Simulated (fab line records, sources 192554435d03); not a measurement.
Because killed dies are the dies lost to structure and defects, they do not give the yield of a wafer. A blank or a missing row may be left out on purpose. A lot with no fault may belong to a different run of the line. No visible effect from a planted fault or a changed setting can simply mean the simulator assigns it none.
Which tool is to blame? || flow n5Finfet || 11 lots, 33 wafers sampled, at 5 steps of a route of 1938

WHAT EACH GAUGE READ, for each wafer
N5_BEOL_M15_THK_MEAS_50: measures by xrf. Usual: M15_THK typically reads 853 nm, with standard deviation 17.
{"lot": "L570", "measured": "day 11 17:02", "on": "filmMetro-01", "M15_THK (nm)": "871 843 860", "flag": ""}
{"lot": "L571", "measured": "day 12 16:20", "on": "filmMetro-01", "M15_THK (nm)": "845 835 834", "flag": ""}
{"lot": "L575", "measured": "day 12 22:41", "on": "filmMetro-01", "M15_THK (nm)": "844 887 838", "flag": ""}
{"lot": "L574", "measured": "day 13 01:18", "on": "filmMetro-02", "M15_THK (nm)": "832 831 867", "flag": ""}
{"lot": "L577", "measured": "day 13 22:23", "on": "filmMetro-01", "M15_THK (nm)": "835 829 819", "flag": ""}
{"lot": "L579", "measured": "day 14 11:27", "on": "filmMetro-01", "M15_THK (nm)": "869 866 865", "flag": ""}
{"lot": "L584", "measured": "day 15 14:07", "on": "filmMetro-01", "M15_THK (nm)": "879 869 876", "flag": ""}
{"lot": "L587", "measured": "day 16 08:22", "on": "filmMetro-01", "M15_THK (nm)": "898 870 852", "flag": ""}
{"lot": "L588", "measured": "day 17 02:45", "on": "filmMetro-01", "M15_THK (nm)": "859 839 830", "flag": ""}
{"lot": "L591", "measured": "day 17 18:40", "on": "filmMetro-02", "M15_THK (nm)": "862 831 830", "flag": ""}
{"lot": "L592", "measured": "day 18 08:24", "on": "filmMetro-01", "M15_THK (nm)": "851 849 842", "flag": ""}

N5_MIM_TOP_LITHO_INSPECT_12: inspects for defects (macro). Usual: rawDefectCount reads 2.0 (standard deviation 1.4).
{"lot": "L570", "measured": "day 11 23:05", "on": "defectInspect-01", "rawDefectCount": "3 2 1", "flag": ""}
{"lot": "L571", "measured": "day 12 20:29", "on": "defectInspect-01", "rawDefectCount": "1 1 2", "flag": ""}
{"lot": "L575", "measured": "day 13 01:23", "on": "defectInspect-02", "rawDefectCount": "6 2 1", "flag": ""}
{"lot": "L574", "measured": "day 13 04:31", "on": "defectInspect-01", "rawDefectCount": "0 1 0", "flag": ""}
{"lot": "L577", "measured": "day 14 03:44", "on": "defectInspect-01", "rawDefectCount": "1 0 2", "flag": ""}
{"lot": "L579", "measured": "day 14 16:47", "on": "defectInspect-01", "rawDefectCount": "3 2 2", "flag": ""}
{"lot": "L584", "measured": "day 15 16:31", "on": "defectInspect-02", "rawDefectCount": "5 >300 2", "flag": ""}
{"lot": "L587", "measured": "day 16 12:18", "on": "defectInspect-02", "rawDefectCount": "2 4 2", "flag": ""}
{"lot": "L588", "measured": "day 17 09:05", "on": "defectInspect-01", "rawDefectCount": "0 0 3", "flag": ""}
{"lot": "L591", "measured": "day 17 23:06", "on": "defectInspect-02", "rawDefectCount": "2 3 3", "flag": ""}
{"lot": "L592", "measured": "day 18 12:02", "on": "defectInspect-01", "rawDefectCount": "0 3 6", "flag": ""}

EACH LOT AND THE TOOL THAT RAN IT (in order: tool; ch and the chambers of the sampled wafers; start)
{"lot": "L570", "N5_BEOL_M15_ANNEAL_48": "rtpAnneal-02 ch 0, day 11 16:26", "N5_PASSIVATION_PECVD_00": "pecvd-02 ch 0,2, day 11 18:11", "N5_MIM_TOP_ALD_02": "aldHk-03 ch 1,2,3, day 11 22:00"}
{"lot": "L571", "N5_BEOL_M15_ANNEAL_48": "rtpAnneal-02 ch 0, day 12 15:47", "N5_PASSIVATION_PECVD_00": "pecvd-04 ch 0,2, day 12 17:28", "N5_MIM_TOP_ALD_02": "aldHk-03 ch 2,3, day 12 19:00"}
{"lot": "L575", "N5_BEOL_M15_ANNEAL_48": "rtpAnneal-02 ch 0, day 12 22:07", "N5_PASSIVATION_PECVD_00": "pecvd-02 ch 0,1,2, day 12 23:50", "N5_MIM_TOP_ALD_02": "aldHk-02 ch 0,1,2, day 13 00:00"}
{"lot": "L574", "N5_BEOL_M15_ANNEAL_48": "rtpAnneal-02 ch 0, day 13 00:43", "N5_PASSIVATION_PECVD_00": "pecvd-04 ch 0,1, day 13 02:27", "N5_MIM_TOP_ALD_02": "aldHk-03 ch 0,1,3, day 13 03:00"}
{"lot": "L577", "N5_BEOL_M15_ANNEAL_48": "rtpAnneal-01 ch 0, day 13 21:50", "N5_PASSIVATION_PECVD_00": "pecvd-01 ch 0,2, day 13 23:32", "N5_MIM_TOP_ALD_02": "aldHk-01 ch 0,2,3, day 14 02:00"}
{"lot": "L579", "N5_BEOL_M15_ANNEAL_48": "rtpAnneal-01 ch 0, day 14 10:52", "N5_PASSIVATION_PECVD_00": "pecvd-01 ch 0,1,2, day 14 12:35", "N5_MIM_TOP_ALD_02": "aldHk-01 ch 1,2,3, day 14 13:00"}
{"lot": "L584", "N5_BEOL_M15_ANNEAL_48": "rtpAnneal-02 ch 0, day 15 13:34", "N5_PASSIVATION_PECVD_00": "pecvd-02 ch 0,1, day 15 15:15", "N5_MIM_TOP_ALD_02": "aldHk-01 ch 0,2,3, day 15 15:00"}
{"lot": "L587", "N5_BEOL_M15_ANNEAL_48": "rtpAnneal-01 ch 0, day 16 07:47", "N5_PASSIVATION_PECVD_00": "pecvd-02 ch 0,1, day 16 09:31", "N5_MIM_TOP_ALD_02": "aldHk-02 ch 0,1,2, day 16 11:00"}
{"lot": "L588", "N5_BEOL_M15_ANNEAL_48": "rtpAnneal-02 ch 0, day 17 02:10", "N5_PASSIVATION_PECVD_00": "pecvd-04 ch 0,1, day 17 03:54", "N5_MIM_TOP_ALD_02": "aldHk-03 ch 1,2,3, day 17 07:00"}
{"lot": "L591", "N5_BEOL_M15_ANNEAL_48": "rtpAnneal-01 ch 0, day 17 18:04", "N5_PASSIVATION_PECVD_00": "pecvd-04 ch 0,1,2, day 17 19:48", "N5_MIM_TOP_ALD_02": "aldHk-03 ch 1,2, day 17 20:00"}
{"lot": "L592", "N5_BEOL_M15_ANNEAL_48": "rtpAnneal-01 ch 0, day 18 07:49", "N5_PASSIVATION_PECVD_00": "pecvd-04 ch 0,2, day 18 09:33", "N5_MIM_TOP_ALD_02": "aldHk-03 ch 0,1,3, day 18 11:00"}
- N5_BEOL_M15_ANNEAL_48: time 90 s.
- N5_PASSIVATION_PECVD_00: deposits SiO2 from SiH4/N2O, target thk 200 nm, time 11.2 s.
- N5_MIM_TOP_ALD_02: deposits Al2O3, purge time 3 s, co reactant pulse time 3 s.

AS READ BY THE TOOLS THEMSELVES (means over the sampled wafers that have a number; for cases with no such wafer, the mark the record gives instead)
N5_BEOL_M15_ANNEAL_48. Usual: wafer_temp_C_max reads 226.0 (standard deviation 0.38).
{"lot": "L570", "tool": "rtpAnneal-02", "wafer_temp_C_max": 225.6, "flag": ""}
{"lot": "L571", "tool": "rtpAnneal-02", "wafer_temp_C_max": 225.8, "flag": ""}
{"lot": "L575", "tool": "rtpAnneal-02", "wafer_temp_C_max": 225.8, "flag": ""}
{"lot": "L574", "tool": "rtpAnneal-02", "wafer_temp_C_max": 225.8, "flag": ""}
{"lot": "L577", "tool": "rtpAnneal-01", "wafer_temp_C_max": 226.5, "flag": ""}
{"lot": "L579", "tool": "rtpAnneal-01", "wafer_temp_C_max": 226.1, "flag": ""}
{"lot": "L584", "tool": "rtpAnneal-02", "wafer_temp_C_max": 225.6, "flag": ""}
{"lot": "L587", "tool": "rtpAnneal-01", "wafer_temp_C_max": 226.6, "flag": ""}
{"lot": "L588", "tool": "rtpAnneal-02", "wafer_temp_C_max": 225.5, "flag": ""}
{"lot": "L591", "tool": "rtpAnneal-01", "wafer_temp_C_max": 226.5, "flag": ""}
{"lot": "L592", "tool": "rtpAnneal-01", "wafer_temp_C_max": 225.9, "flag": ""}

N5_PASSIVATION_PECVD_00. Usual: heaterPowerW 739 W, standard deviation 110; showerheadPlenumPTorr 8.13 Torr, standard deviation 0.1; showerheadVppV 1568 V, standard deviation 59; throttleValvePct 51.9 %, standard deviation 1.6.
{"lot": "L570", "tool": "pecvd-02", "heaterPowerW (W)": 760, "showerheadPlenumPTorr (Torr)": 8.16, "showerheadVppV (V)": 1509, "throttleValvePct (%)": 49.8, "flag": ""}
{"lot": "L571", "tool": "pecvd-04", "heaterPowerW (W)": 737, "showerheadPlenumPTorr (Torr)": 8.03, "showerheadVppV (V)": 1535, "throttleValvePct (%)": 53.3, "flag": ""}
{"lot": "L575", "tool": "pecvd-02", "heaterPowerW (W)": 821, "showerheadPlenumPTorr (Torr)": 8.22, "showerheadVppV (V)": 1552, "throttleValvePct (%)": 51.1, "flag": ""}
{"lot": "L574", "tool": "pecvd-04", "heaterPowerW (W)": 673, "showerheadPlenumPTorr (Torr)": 8.09, "showerheadVppV (V)": 1620, "throttleValvePct (%)": 51.2, "flag": ""}
{"lot": "L577", "tool": "pecvd-01", "heaterPowerW (W)": 716, "showerheadPlenumPTorr (Torr)": 8.16, "showerheadVppV (V)": 1560, "throttleValvePct (%)": 52.1, "flag": ""}
{"lot": "L579", "tool": "pecvd-01", "heaterPowerW (W)": 670, "showerheadPlenumPTorr (Torr)": 8.13, "showerheadVppV (V)": 1543, "throttleValvePct (%)": 51.5, "flag": ""}
{"lot": "L584", "tool": "pecvd-02", "heaterPowerW (W)": 669, "showerheadPlenumPTorr (Torr)": 8.25, "showerheadVppV (V)": 1605, "throttleValvePct (%)": 52.2, "flag": ""}
{"lot": "L587", "tool": "pecvd-02", "heaterPowerW (W)": 719, "showerheadPlenumPTorr (Torr)": 8.24, "showerheadVppV (V)": 1620, "throttleValvePct (%)": 52.3, "flag": ""}
{"lot": "L588", "tool": "pecvd-04", "heaterPowerW (W)": 747, "showerheadPlenumPTorr (Torr)": 8.09, "showerheadVppV (V)": 1610, "throttleValvePct (%)": 51.9, "flag": ""}
{"lot": "L591", "tool": "pecvd-04", "heaterPowerW (W)": 766, "showerheadPlenumPTorr (Torr)": 8.06, "showerheadVppV (V)": 1586, "throttleValvePct (%)": 53.2, "flag": ""}
{"lot": "L592", "tool": "pecvd-04", "heaterPowerW (W)": 803, "showerheadPlenumPTorr (Torr)": 8.02, "showerheadVppV (V)": 1556, "throttleValvePct (%)": 54.5, "flag": ""}

N5_MIM_TOP_ALD_02. Usual: precursorPulseHeightRel reads 1.000 (standard deviation 0.018).
{"lot": "L570", "tool": "aldHk-03", "precursorPulseHeightRel": 0.987, "flag": ""}
{"lot": "L571", "tool": "aldHk-03", "precursorPulseHeightRel": 0.994, "flag": ""}
{"lot": "L575", "tool": "aldHk-02", "precursorPulseHeightRel": 1.028, "flag": ""}
{"lot": "L574", "tool": "aldHk-03", "precursorPulseHeightRel": 1.011, "flag": ""}
{"lot": "L577", "tool": "aldHk-01", "precursorPulseHeightRel": 0.988, "flag": ""}
{"lot": "L579", "tool": "aldHk-01", "precursorPulseHeightRel": 1.005, "flag": ""}
{"lot": "L584", "tool": "aldHk-01", "precursorPulseHeightRel": 0.993, "flag": ""}
{"lot": "L587", "tool": "aldHk-02", "precursorPulseHeightRel": 1.000, "flag": ""}
{"lot": "L588", "tool": "aldHk-03", "precursorPulseHeightRel": 0.978, "flag": ""}
{"lot": "L591", "tool": "aldHk-03", "precursorPulseHeightRel": 1.004, "flag": ""}
{"lot": "L592", "tool": "aldHk-03", "precursorPulseHeightRel": 1.003, "flag": ""}

THE ANSWER, worked out from the rows above alone
Rule: a lot counts as off when the mean over its wafers that have a number is more than 3 standard deviations away from the usual mean. Also off: a lot with no number at a reading for which 4 or more lots have one. The other lots that the step has rows for count as sound. First the gauges in route order, then the tools' own readings, where a lot's mean is used as printed above. At the first step where some lot is off, the reading lying furthest off is the one used; lots without a number count as furthest.
Nothing can be told from this: no lot is off at any reading shown.

WHAT HAD BEEN PUT IN BY THE SIMULATOR
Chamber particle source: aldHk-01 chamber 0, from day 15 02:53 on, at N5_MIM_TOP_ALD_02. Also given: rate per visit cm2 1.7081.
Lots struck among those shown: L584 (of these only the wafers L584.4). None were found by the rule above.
